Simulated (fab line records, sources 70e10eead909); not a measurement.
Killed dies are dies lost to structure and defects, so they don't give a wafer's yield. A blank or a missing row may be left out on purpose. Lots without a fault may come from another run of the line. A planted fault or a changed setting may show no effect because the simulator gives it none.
One fault seen from 3 desks | flow nand_harc | each desk has only its own numbers; what lay behind them comes last

THE DEFECT DESK
What the inspections along the route counted, lot by lot: means of the sampled wafers that have a number. A lot is out of limits, marked OUT, if its mean lies more than 4 standard deviations from the usual mean; the brackets give that distance.
Columns: A = raw_defect_count at NHARC_A_M0_INSPECT_27, usual 429
lot  | first seen here | A
L799 | day 17 21:05    | 384
L803 | day 17 23:02    | 478
L801 | day 18 07:16    | 409
L802 | day 18 07:36    | 368
L805 | day 19 15:50    | 416
L804 | day 19 23:21    | 400
L808 | day 20 00:06    | 395
L809 | day 20 03:00    | 369
L815 | day 22 08:10    | 363
L814 | day 22 08:30    | 490
L819 | day 23 08:49    | 278
L820 | day 23 09:22    | 392
L822 | day 23 12:32    | 295
L821 | day 23 16:22    | 501
This desk's finding: nothing out of limits on any of the 14 lots.

THE TOOL OWNER'S DESK: rie_diel-12
The tool's own readings at NHARC_A_M1_ETCH_15 (etches the open film in C4F8/Ar, target depth 182.5 nm, time 91.2 s): means of the sampled wafers that have a number, for each lot that ran on this tool. A lot is out of limits, marked OUT, if its mean lies more than 4 standard deviations from the usual mean; the brackets give that distance.
Columns: A = oes_product_au at NHARC_A_M1_ETCH_15, usual 0.949 a.u.; B = rf_vpp_V at NHARC_A_M1_ETCH_15, usual 441.0 V; C = run_length_s at NHARC_A_M1_ETCH_15, usual 112.6 s
lot  | first seen here | A     | B     | C
L803 | day 18 00:49    | 0.975 | 440.3 | 112.6
L801 | day 18 09:01    | 0.969 | 441.5 | 112.6
L802 | day 18 09:21    | 0.963 | 439.8 | 112.7
L804 | day 20 01:07    | 0.972 | 440.1 | 101.3 (-30) OUT
L809 | day 20 04:43    | 0.968 | 440.8 | 101.2 (-31) OUT
L815 | day 22 09:56    | 0.917 | 441.2 | 112.9
L822 | day 23 14:10    | 0.925 | 440.3 | 112.8
L821 | day 23 17:59    | 0.966 | 441.2 | 113.0
This desk's finding: out of limits on L804, L809; first on L804, day 20 01:07 (run_length_s at NHARC_A_M1_ETCH_15). In limits: L803, L801, L802, L815, L822, L821.

THE METROLOGY DESK
What the gauges read, lot by lot, whatever tool the lot ran on: means of the sampled wafers that have a number. A lot is out of limits, marked OUT, if its mean lies more than 4 standard deviations from the usual mean; the brackets give that distance.
Columns: A = overlay_x_nm at NHARC_A_M1_OVL_MEAS_10, usual -0.1 nm; B = overlay_y_nm at NHARC_A_M1_OVL_MEAS_10, usual 0.1 nm
lot  | first seen here | A    | B
L799 | day 17 22:34    | -1.0 | -0.1
L803 | day 18 00:31    | -0.8 | -1.3
L801 | day 18 08:44    | 0.1  | 0.4
L802 | day 18 09:05    | -0.5 | 0.0
L805 | day 19 17:19    | -0.4 | -1.8
L804 | day 20 00:50    | 1.1  | -0.9
L808 | day 20 01:28    | 1.1  | 1.5
L809 | day 20 04:27    | -0.2 | 0.7
L815 | day 22 09:38    | 1.0  | 0.5
L814 | day 22 09:57    | -0.2 | -1.8
L819 | day 23 10:17    | 0.0  | 1.1
L820 | day 23 10:51    | -0.7 | -0.6
L822 | day 23 13:53    | -0.6 | 0.1
L821 | day 23 17:43    | -0.4 | 0.3
This desk's finding: nothing out of limits on any of the 14 lots.

PUT TOGETHER
The tool owner's desk could have raised an alarm at day 20 01:07, on L804, L809.
The defect desk saw nothing out of limits.
The metrology desk saw nothing out of limits.
The defect desk has L804, L809 on record, within its limits.
The metrology desk has L804, L809 on record, within its limits.
Of the lots named, all ran NHARC_A_M1_ETCH_15 on rie_diel-12.

WHAT THE SIMULATOR HAD PUT IN
Process parameter drift: rie_diel-12, from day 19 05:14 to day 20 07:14, at NHARC_A_M1_ETCH_15. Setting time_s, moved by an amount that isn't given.
Lots struck among those shown: L804, L809.
Hours from the fault's start to each desk's first reading out of limits: the tool owner's desk, 20.
